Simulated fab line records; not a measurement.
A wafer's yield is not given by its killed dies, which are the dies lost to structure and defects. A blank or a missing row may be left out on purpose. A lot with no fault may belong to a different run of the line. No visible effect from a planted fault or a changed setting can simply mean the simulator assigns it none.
Which tool did it? -- flow n5-finfet -- 11 lots, 29 wafers sampled, at 2 steps of a route of 1938

## WHAT EACH GAUGE READ, for each wafer
N5_MIM_BOT_LITHO_INSPECT_12: inspects for defects (macro). Usual: 2.2 for raw-defect-count, sd 1.6.
lot,measured,on,raw-defect-count,flag
L944,day 11 22:44,defect-inspect-01,3 3 1,
L945,day 12 09:34,defect-inspect-02,2 2,
L943,day 12 10:03,defect-inspect-01,4 2,
L946,day 13 03:13,defect-inspect-01,1 2 3,
L948,day 13 07:27,defect-inspect-02,2 1 1,
L952,day 14 23:37,defect-inspect-01,3 1 6,
L956,day 15 05:35,defect-inspect-01,6 2 3,
L960,day 16 05:02,defect-inspect-02,1 1 0,
L964,day 17 10:13,defect-inspect-01,0 4,
L966,day 17 23:37,defect-inspect-02,6 3 3,
L965,day 17 23:40,defect-inspect-01,1 5,

## WHICH TOOL RAN EACH LOT (tool, then ch and the chambers of the sampled wafers, then the start)
lot,N5_MIM_BOT_DEGAS_01
L944,"pvd-sputter-03, day 11 19:22"
L945,"pvd-sputter-02, day 12 06:09"
L943,"pvd-sputter-01, day 12 07:34"
L946,"pvd-sputter-02, day 13 00:43"
L948,"pvd-sputter-02, day 13 04:43"
L952,"pvd-sputter-01, day 14 20:20"
L956,"pvd-sputter-01, day 15 00:32"
L960,"pvd-sputter-03, day 16 01:31"
L964,"pvd-sputter-01, day 17 08:23"
L966,"pvd-sputter-03, day 17 17:31"
L965,"pvd-sputter-03, day 17 17:40"
- N5_MIM_BOT_DEGAS_01: time 60 s.

## WHAT THE TOOLS THEMSELVES READ (means of the sampled wafers that have a number; where no wafer has one, the mark that the record gives instead)
N5_MIM_BOT_DEGAS_01. Usual: 458 W for heater-power-w, sd 48.
lot,tool,heater-power-w (W),flag
L944,pvd-sputter-03,492,
L945,pvd-sputter-02,413,
L943,pvd-sputter-01,488,
L946,pvd-sputter-02,420,
L948,pvd-sputter-02,435,
L952,pvd-sputter-01,458,
L956,pvd-sputter-01,449,
L960,pvd-sputter-03,493,
L964,pvd-sputter-01,468,
L966,pvd-sputter-03,466,
L965,pvd-sputter-03,479,

## THE ANSWER, worked out from the rows above alone
Rule: a lot is off if the mean of its wafers that have a number lies more than 3 standard deviations from the usual mean. Also off: a lot with no number at a reading for which 4 or more lots have one. Any other lot the step has rows for is counted as sound. The gauges are gone through in route order, then the tools' own readings, and for those a lot's mean is taken as printed above. At the first step where some lot is off, the reading lying furthest off is the one used; lots without a number count as furthest.
No lot is off at any reading shown: from this, nothing can be told.

## WHAT THE SIMULATOR HAD PUT IN
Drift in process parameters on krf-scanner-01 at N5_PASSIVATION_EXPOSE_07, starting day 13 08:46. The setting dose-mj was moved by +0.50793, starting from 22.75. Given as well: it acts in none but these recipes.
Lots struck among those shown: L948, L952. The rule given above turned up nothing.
